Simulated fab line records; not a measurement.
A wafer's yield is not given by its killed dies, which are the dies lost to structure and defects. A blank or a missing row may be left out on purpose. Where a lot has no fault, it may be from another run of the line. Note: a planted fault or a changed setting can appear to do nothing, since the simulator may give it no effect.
Which tool is to blame? | flow nand harc | 6 lots, 16 wafers sampled, at 1 step of a route of 1159

## WHAT THE GAUGES READ, wafer by wafer
NHARC_A_M0_INSPECT_27.
lot  | measured     | on                | raw defect count
L476 | day 18 03:47 | defect inspect-01 | 523 287 389
L480 | day 19 01:02 | defect inspect-02 | 301 310 309
L477 | day 19 07:06 | defect inspect-01 | 419 401 285
L486 | day 20 13:35 | defect inspect-01 | 530
L489 | day 21 12:40 | defect inspect-01 | 667 480 481
L493 | day 22 03:49 | defect inspect-02 | 523 442 771

## WHAT TOOL EACH LOT RAN ON (gives the tool, then ch and the chambers of the sampled wafers, and finally the start)
The record shows no process step preceding these readings.

## THE ANSWER, worked out from the rows above alone
Rule: the usual values come from the lots themselves. The widest of any qualifying gaps counts: lots, ordered by their means at a reading, are off when they make up no more than a third of the lots, leave a main group of 4 or more, and stand apart from it by 3 or more times the standard deviation of that group's means. A main group whose means are all the same, to the digits that the tables above print for the reading, isn't used. A lot without any number at a reading at which 4 lots or more have one is off too. The other lots that the step has rows for count as sound.
Across all readings shown, no lot is off: no conclusion can be drawn from this.

## WHAT THE SIMULATOR HAD PUT IN
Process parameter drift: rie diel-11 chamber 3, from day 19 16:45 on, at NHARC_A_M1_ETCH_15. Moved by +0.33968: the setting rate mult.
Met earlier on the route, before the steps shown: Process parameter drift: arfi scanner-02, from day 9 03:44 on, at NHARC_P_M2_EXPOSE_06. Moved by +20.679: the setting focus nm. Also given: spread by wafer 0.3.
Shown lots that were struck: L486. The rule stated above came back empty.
